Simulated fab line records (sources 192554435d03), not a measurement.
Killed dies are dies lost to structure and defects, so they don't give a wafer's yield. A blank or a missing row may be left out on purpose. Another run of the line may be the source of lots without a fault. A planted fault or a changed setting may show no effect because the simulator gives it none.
fab line records ; flow n5_finfet ; part 2 of 2: steps 5 to 6 of 6
record lots=24; wafers=72; last_day=20
route steps=1938 shown BEOL_M6@1231 BEOL_M7@1276
lots that met no fault: from a run of the same line without faults
start_h: hours from the record's first day to the start of the lot's first wafer shown ; wait_h: time in hours since the lot's previous step ; " the same as in the row above ; L1.1+2: one row covering several wafers at once ; - no value, or no start was given ; * or withheld: withheld ; < > ~ a bound
route shown NAME@n: NAME is a module with steps in the file, n the number in the route of the first one ; usual: mean and standard deviation over wafers with no fault ; same: alike in all rows ; chamber/n: place in a boat ; sites: the reading at each site ; _std_site: standard deviation of those values ; _edge_site: mean of outer sites minus mean of inner sites ; radius_mm: for every site, how far away it sits from the centre of the wafer ; mask NAME#n: copy n ; behind: tool/chamber where the wafer was last shaped ; hold: what put the lot on hold/how long, in hours/how the hold closed ; device: transistor that didn't switch, given as n, p or np ; end of line: the same wafers' tests at the end of the route ; a step given without rows: its recipe and nothing more ; killed: dies lost to structure and defects at the first sort, not the wafer's yield ; map: a wafer's dies, x killed, . not, _ none there
set.NAME: setting as actually run; set.NAME@STEP: the setting as run at that earlier step ; model.NAME: the simulator's own value behind a step, which no gauge read
route steps across a sampled set of lots; one table per step, one row per wafer
services: from which hour (start_h, from the record's first day; less than 0 if before it) a tool's chamber was out of use, for how many hours, and why
## steps
# step N5_BEOL_M7_CD_MEAS_11
# recipe target_cd_nm=38.5; landing_energy_ev=500; detector=se_inlens; polarity=opening
# usual cd_nm=38.4/0.43
lot.wafer;tool;chamber;start_h;wait_h;cd_nm
L075.1;cd_sem-01;0;231.63;-;38.7
L075.5;cd_sem-01;0;231.63;-;38.2
L075.6;cd_sem-01;0;231.63;-;38.8
L074.1;cd_sem-02;0;232.04;-;38.5
L074.2;cd_sem-02;0;232.04;-;38.2
L074.5;cd_sem-02;0;232.04;-;39.1
L076.2;cd_sem-02;0;241.97;-;38.4
L076.3;cd_sem-02;0;241.97;-;38.7
L076.5;cd_sem-02;0;241.97;-;39.2
L077.1;cd_sem-02;0;261.80;-;38.4
L077.4;cd_sem-02;0;261.80;-;38.1
L077.5;cd_sem-02;0;261.80;-;38.1
L080.1;cd_sem-02;0;267.74;-;38.2
L080.5;cd_sem-02;0;267.74;-;38.6
L080.6;cd_sem-02;0;267.74;-;38.1
L078.1;cd_sem-03;0;267.90;-;38.2
L078.5;cd_sem-03;0;267.90;-;38.9
L078.6;cd_sem-03;0;267.90;-;38.0
L079.1;cd_sem-01;0;270.69;-;38.1
L079.4;cd_sem-01;0;270.69;-;37.7
L079.5;cd_sem-01;0;270.69;-;38.6
L081.4;cd_sem-01;0;275.53;-;37.9
L081.5;cd_sem-01;0;275.53;-;37.8
L081.6;cd_sem-01;0;275.53;-;37.9
L083.4;cd_sem-01;0;284.42;-;38.5
L083.5;cd_sem-01;0;284.42;-;38.2
L083.6;cd_sem-01;0;284.42;-;38.4
L082.2;cd_sem-02;0;293.87;-;38.3
L082.4;cd_sem-02;0;293.87;-;38.8
L082.5;cd_sem-02;0;293.87;-;38.6
L086.2;cd_sem-02;0;294.07;-;38.0
L086.4;cd_sem-02;0;294.07;-;38.6
L086.6;cd_sem-02;0;294.07;-;38.4
L084.1;cd_sem-02;0;302.89;-;38.2
L084.2;cd_sem-02;0;302.89;-;38.0
L084.4;cd_sem-02;0;302.89;-;38.0
L087.3;cd_sem-02;0;309.51;-;38.7
L087.4;cd_sem-02;0;309.51;-;38.5
L087.6;cd_sem-02;0;309.51;-;39.1
L089.1;cd_sem-01;0;312.15;-;38.0
L089.3;cd_sem-01;0;312.15;-;38.0
L089.4;cd_sem-01;0;312.15;-;37.9
L088.4;cd_sem-01;0;314.75;-;38.4
L088.5;cd_sem-01;0;314.75;-;38.3
L088.6;cd_sem-01;0;314.75;-;38.8
L085.2;cd_sem-01;0;318.69;-;38.5
L085.3;cd_sem-01;0;318.69;-;38.3
L085.5;cd_sem-01;0;318.69;-;38.2
L091.2;cd_sem-01;0;322.41;-;38.2
L091.4;cd_sem-01;0;322.41;-;38.1
L091.5;cd_sem-01;0;322.41;-;37.4
L093.1;cd_sem-02;0;326.35;-;39.6
L093.4;cd_sem-02;0;326.35;-;38.8
L093.5;cd_sem-02;0;326.35;-;38.7
L096.2;cd_sem-03;0;344.74;-;38.9
L096.4;cd_sem-03;0;344.74;-;38.6
L096.6;cd_sem-03;0;344.74;-;38.9
L092.2;cd_sem-02;0;347.24;-;38.5
L092.4;cd_sem-02;0;347.24;-;37.9
L092.6;cd_sem-02;0;347.24;-;38.0
L094.1;cd_sem-02;0;357.36;-;38.1
L094.2;cd_sem-02;0;357.36;-;38.9
L094.4;cd_sem-02;0;357.36;-;38.6
L090.2;cd_sem-01;0;360.78;-;38.2
L090.4;cd_sem-01;0;360.78;-;38.2
L090.6;cd_sem-01;0;360.78;-;38.3
L095.3;cd_sem-03;0;364.14;-;38.9
L095.4;cd_sem-03;0;364.14;-;38.5
L095.6;cd_sem-03;0;364.14;-;38.8
L097.1;cd_sem-01;0;391.14;-;38.0
L097.2;cd_sem-01;0;391.14;-;38.3
L097.6;cd_sem-01;0;391.14;-;38.2
# step N5_BEOL_M7_DESCUM_16
# recipe chemistry=O2; time_s=7.9; source_power_w=50; bias_power_w=20; pressure_mtorr=20; rf_frequency_hz=2.712e+07; temp_c=40; resist=CAR-ArF; o2_flow_sccm=225
# usual bias_power_w=20.00/0.06; drypump_motor_current_A=5.6/0.47; oes_product_au=0.82/0.082; rf_vpp_V=243.4/1.5; showerhead_plenum_p_Torr=2.11/0.086; throttle_valve_pct=20.36/0.23
lot.wafer;tool;chamber;start_h;wait_h;bias_power_w;drypump_motor_current_A;oes_product_au;rf_hours_counter_h;rf_vpp_V;showerhead_plenum_p_Torr;throttle_valve_pct
L075.1;rie_diel-02;1;232.25;0.6;19.90;4.9;0.90;31;242.9;2.04;20.15
L075.5;rie_diel-02;1;232.25;0.6;19.91;4.8;0.90;-;242.9;2.04;20.12
L075.6;rie_diel-02;2;232.25;0.6;19.91;5.4;0.93;-;243.9;2.14;20.24
L074.1;rie_diel-02;3;232.51;0.4;20.00;6.2;0.83;94;242.7;2.12;20.14
L074.2;rie_diel-02;1;232.51;0.4;19.99;4.9;0.89;32;242.6;2.04;20.12
L074.5;rie_diel-02;2;232.51;0.4;20.00;5.4;0.93;-;243.2;2.14;20.24
L076.2;rie_diel-01;1;242.11;0.1;20.09;5.8;0.88;40;245.7;2.22;20.53
L076.3;rie_diel-01;2;242.11;0.1;19.99;6.0;0.94;10;245.6;2.23;19.98
L076.5;rie_diel-01;2;242.11;0.1;19.96;6.0;0.94;-;245.4;2.23;19.97
L077.1;rie_diel-02;2;262.09;0.2;19.99;5.4;0.91;29;244.8;2.14;20.25
L077.4;rie_diel-02;3;262.09;0.2;19.97;6.2;0.82;102;243.0;2.12;20.14
L077.5;rie_diel-02;3;262.09;0.2;19.99;6.1;0.82;-;244.3;2.12;20.12
L080.1;rie_diel-04;0;267.82;0.0;20.04;5.1;0.80;85;243.2;2.02;20.48
L080.5;rie_diel-04;3;267.82;0.0;20.00;6.4;0.77;-;240.5;1.92;20.26
L080.6;rie_diel-04;0;267.82;0.0;20.10;5.1;0.81;-;242.8;2.02;20.48
L078.1;rie_diel-02;3;268.39;0.4;20.06;6.2;0.81;103;242.2;2.12;20.14
L078.5;rie_diel-02;1;268.39;0.4;19.95;4.9;0.87;-;243.0;2.04;20.16
L078.6;rie_diel-02;2;268.39;0.4;20.11;5.4;0.91;-;244.1;2.14;20.25
L079.1;rie_diel-01;2;270.78;0.0;20.05;6.1;0.92;19;244.3;2.23;19.99
L079.4;rie_diel-01;3;270.78;0.0;20.05;5.4;0.70;213;243.9;2.16;20.72
L079.5;rie_diel-01;3;270.78;0.0;19.98;5.4;0.71;-;244.5;2.16;20.72
L081.4;rie_diel-01;3;275.61;0.0;20.07;5.4;0.70;215;244.1;2.16;20.73
L081.5;rie_diel-01;3;275.61;0.0;20.08;5.4;0.70;-;243.2;2.16;20.72
L081.6;rie_diel-01;2;275.61;0.0;19.98;6.0;0.91;-;245.8;2.23;19.98
L083.4;rie_diel-02;3;284.60;0.1;19.99;6.1;0.81;108;244.9;2.12;20.14
L083.5;rie_diel-02;1;284.60;0.1;19.96;4.9;0.88;-;242.5;2.03;20.14
L083.6;rie_diel-02;0;284.60;0.1;20.06;5.6;0.88;-;242.8;2.13;20.59
L082.2;rie_diel-04;0;293.96;0.0;19.90;5.1;0.79;94;243.1;2.01;20.50
L082.4;rie_diel-04;1;293.96;0.0;20.09;5.5;0.75;-;244.5;2.08;20.38
L082.5;rie_diel-04;0;293.96;0.0;19.99;5.1;0.80;-;242.0;2.01;20.51
L086.2;rie_diel-01;1;294.16;0.0;19.99;5.8;0.87;55;243.3;2.21;20.54
L086.4;rie_diel-01;0;294.16;0.0;19.93;6.1;0.72;213;245.3;2.16;20.59
L086.6;rie_diel-01;1;294.16;0.0;19.91;5.8;0.86;-;245.9;2.21;20.53
L084.1;rie_diel-02;0;302.98;0.0;19.88;5.6;0.86;52;242.5;2.13;20.61
L084.2;rie_diel-02;2;302.98;0.0;20.05;5.4;0.90;42;244.5;2.13;20.28
L084.4;rie_diel-02;1;302.98;0.0;20.09;4.9;0.85;53;242.1;2.03;20.17
L087.3;rie_diel-04;1;309.59;0.0;20.00;5.5;0.74;176;243.0;2.08;20.36
L087.4;rie_diel-04;1;309.59;0.0;20.12;5.4;0.73;-;243.9;2.08;20.36
L087.6;rie_diel-04;0;309.59;0.0;19.99;5.1;0.79;-;241.8;2.01;20.51
L089.1;rie_diel-04;2;312.23;0.0;20.09;5.9;1.01;1;243.7;2.14;19.97
L089.3;rie_diel-04;3;312.23;0.0;19.86;6.4;0.75;162;239.2;1.91;20.28
L089.4;rie_diel-04;0;312.23;0.0;20.05;5.1;0.79;101;242.5;2.01;20.52
L088.4;rie_diel-02;2;314.92;0.1;20.03;5.4;0.88;46;242.3;2.13;20.28
L088.5;rie_diel-02;1;314.92;0.1;20.07;4.9;0.85;-;241.8;2.03;20.18
L088.6;rie_diel-02;0;314.92;0.1;19.97;5.6;0.85;-;243.9;2.13;20.62
L085.2;rie_diel-02;0;319.06;0.3;20.04;5.6;0.85;58;243.9;2.13;20.61
L085.3;rie_diel-02;1;319.06;0.3;19.97;4.9;0.85;58;243.4;2.03;20.18
L085.5;rie_diel-02;1;319.06;0.3;19.88;4.9;0.84;-;243.1;2.03;20.20
L091.2;rie_diel-02;0;322.57;0.1;20.01;5.6;0.86;59;243.6;2.13;20.62
L091.4;rie_diel-02;1;322.57;0.1;19.94;4.9;0.85;59;242.0;2.03;20.19
L091.5;rie_diel-02;2;322.57;0.1;19.98;5.4;0.88;-;242.4;2.13;20.26
L093.1;rie_diel-01;0;326.55;0.1;20.07;6.1;0.70;225;244.9;2.16;20.60
L093.4;rie_diel-01;3;326.55;0.1;20.05;5.4;0.69;-;243.1;2.15;20.76
L093.5;rie_diel-01;0;326.55;0.1;20.03;6.1;0.70;-;243.4;2.16;20.60
L096.2;rie_diel-01;1;345.00;0.2;20.03;5.8;0.84;68;246.0;2.21;20.56
L096.4;rie_diel-01;2;345.00;0.2;19.99;6.0;0.86;48;246.0;2.22;20.03
L096.6;rie_diel-01;0;345.00;0.2;19.97;6.1;0.69;-;244.9;2.15;20.60
L092.2;rie_diel-01;3;347.33;0.0;19.90;5.4;0.68;242;243.6;2.15;20.76
L092.4;rie_diel-01;0;347.33;0.0;20.04;6.1;0.69;236;244.9;2.15;20.61
L092.6;rie_diel-01;1;347.33;0.0;19.95;5.8;0.84;-;244.8;2.21;20.56
L094.1;rie_diel-04;3;357.45;0.0;19.90;6.4;0.74;180;241.2;1.91;20.32
L094.2;rie_diel-04;2;357.45;0.0;19.98;5.9;0.94;17;243.6;2.14;20.00
L094.4;rie_diel-04;1;357.45;0.0;19.98;5.5;0.72;193;243.1;2.07;20.40
L090.2;rie_diel-04;0;361.34;0.5;20.00;5.1;0.78;120;241.1;2.00;20.55
L090.4;rie_diel-04;2;361.34;0.5;20.05;6.0;0.95;18;243.4;2.14;20.01
L090.6;rie_diel-04;1;361.34;0.5;20.02;5.5;0.71;-;243.6;2.07;20.40
L095.3;rie_diel-01;2;364.66;0.5;20.03;6.0;0.85;53;245.2;2.22;20.02
L095.4;rie_diel-01;0;364.66;0.5;20.09;6.1;0.69;242;243.8;2.15;20.63
L095.6;rie_diel-01;1;364.66;0.5;20.05;5.8;0.84;-;244.8;2.20;20.59
L097.1;rie_diel-04;0;391.24;0.1;19.94;5.1;0.76;128;240.8;2.00;20.56
L097.2;rie_diel-04;1;391.24;0.1;19.98;5.5;0.72;201;242.6;2.07;20.41
L097.6;rie_diel-04;3;391.24;0.1;20.01;6.4;0.73;-;240.3;1.91;20.30
## services
tool;chamber;start_h;hours;kind
uv_cure-03;-;204.92;14.6;pm
rie_diel-02;3;218.90;6.0;repair
uv_cure-02;-;220.09;7.5;pm
rie_diel-05;-;223.81;28.1;pm
rie_diel-02;3;241.30;2.1;repair
rie_diel-05;1;267.39;5.0;repair
uv_cure-03;-;277.14;5.8;repair
rie_diel-04;2;277.44;9.6;repair
rie_diel-04;1;286.58;5.8;repair
rie_diel-01;-;296.25;0.3;repair
rie_diel-05;1;299.46;2.0;repair
rie_diel-06;1;299.65;16.4;repair
rie_diel-03;-;322.24;2.8;pm
rie_diel-01;1;325.84;14.7;repair
rie_diel-02;-;327.81;14.6;pm
uv_cure-02;-;344.14;2.8;pm
rie_diel-02;1;346.98;4.0;repair
rie_diel-01;3;351.08;6.8;repair
rie_diel-01;2;353.35;6.6;repair
rie_diel-02;-;362.43;1.3;repair
rie_diel-02;1;376.80;10.3;repair
uv_cure-02;-;380.78;3.4;repair
rie_diel-04;-;384.72;0.3;repair
rie_diel-05;3;390.05;2.9;repair
